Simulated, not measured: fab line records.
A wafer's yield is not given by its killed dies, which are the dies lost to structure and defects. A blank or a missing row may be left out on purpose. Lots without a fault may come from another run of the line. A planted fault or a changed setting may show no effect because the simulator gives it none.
Comparing a struck lot with a sound one ; flow nand-harc ; 15 out of 1302 route steps
Sound: these wafers, L185.2, L185.3, L185.5. Struck: wafers L192.1, L192.3. (L192.4 of the same lot was not struck and is left out.) The cause comes at the end.
Per side, at each step with rows, come the tool, then ch with its chambers, and then its first start. Under that, the readings that differ: sound wafers ; struck wafers ; difference of the means ; sigmas: that difference in standard deviations of wafers without a fault.
alike: readings whose means differ by less than 2 such deviations, and words and numbers that are the same on both sides. not compared: withheld readings, readings that some wafer has no value for, bounds like >300 that may hide the same value, and numbers for which the record gives no deviation and whose values overlap.
The two part at a step that has a row with sigmas, a row that says differs or no value, or rows on one side only. Numbers that don't overlap but have no deviation are shown without sigmas and don't part them. Lack of a reading on every wafer of one side parts them only where that side has two or more wafers.

first, 1 step without rows for these wafers: NHARC_A_ONON_D1_DEP_12 (target thk 1000 nm).
NHARC_A_ONON_D1_THK_MEAS_14: measures by ellipsometry.
  sound on film-metro-01, day 9 23:11; struck on film-metro-02, day 12 16:43
  alike: thk-nm
then, 2 steps without rows for these wafers: NHARC_A_ONON_D1_ANNEAL_15 (time 3600 s); NHARC_A_ONON_D1_DEP_16 (target thk 1000 nm).
NHARC_A_ONON_D1_THK_MEAS_18: measures by ellipsometry.
  sound on film-metro-01, day 10 10:36; struck on film-metro-01, day 13 00:31
  alike: thk-nm
then, no rows for these wafers at 1 step: NHARC_A_ONON_D1_DEP_19 (target thk 1000 nm).
NHARC_A_ONON_D1_THK_MEAS_21: measures by ellipsometry.
  sound on film-metro-01, day 10 11:10; struck on film-metro-01, day 13 01:05
  alike: thk-nm
then, no rows for these wafers at 1 step: NHARC_A_ONON_D1_DEP_22 (target thk 1000 nm).
NHARC_A_ONON_D1_THK_MEAS_24: measures by ellipsometry.
  sound on film-metro-01, day 10 11:44; struck on film-metro-01, day 13 01:39
  alike: thk-nm
then, no rows for these wafers at 1 step: NHARC_A_ONON_D1_DEP_25 (target thk 1000 nm).
NHARC_A_ONON_D1_THK_MEAS_27: measures by ellipsometry.
  sound on film-metro-02, day 10 12:18; struck on film-metro-01, day 13 02:13
reading;sound;struck;difference;sigmas
thk-nm (nm);999 1000 1000;1025 1026;+26;+2
NHARC_A_ONON_D1_DEP_28: target thk 1000 nm.
  sound on pecvd-onon-04 ch 0, day 10 12:25; struck on pecvd-onon-04 ch 0, day 13 02:16
  alike: n2-flow-sccm
NHARC_A_ONON_D1_THK_MEAS_30: measures by ellipsometry.
  sound on film-metro-01, day 10 12:52; struck on film-metro-02, day 13 02:47
reading;sound;struck;difference;sigmas
thk-nm (nm);992 993 993;657 658;-335;-34
NHARC_A_ONON_D1_DEP_33: deposits SiO2, target thk 200 nm.
  sound on pecvd-01 ch 0,1,2, day 10 12:55; struck on pecvd-03 ch 1,2, day 13 02:50
  alike: heater-power-w, showerhead-vpp-V, throttle-valve-pct
-- the record jumps here: 16 days lie between the struck wafers' starts before and after (it left off in module A_ONON_D1 and takes up again in module END, whose first step shown is number 1302 of the route) --
NHARC_END_SORT_01:
  only the struck wafers appear in the record here, on prober-02 ch 0 at day 29 05:37; the sound ones have no rows

WHERE THEY PART
Last at NHARC_END_SORT_01 as far as this record goes, first at NHARC_A_ONON_D1_THK_MEAS_27.

WHY: whatever the simulator had introduced
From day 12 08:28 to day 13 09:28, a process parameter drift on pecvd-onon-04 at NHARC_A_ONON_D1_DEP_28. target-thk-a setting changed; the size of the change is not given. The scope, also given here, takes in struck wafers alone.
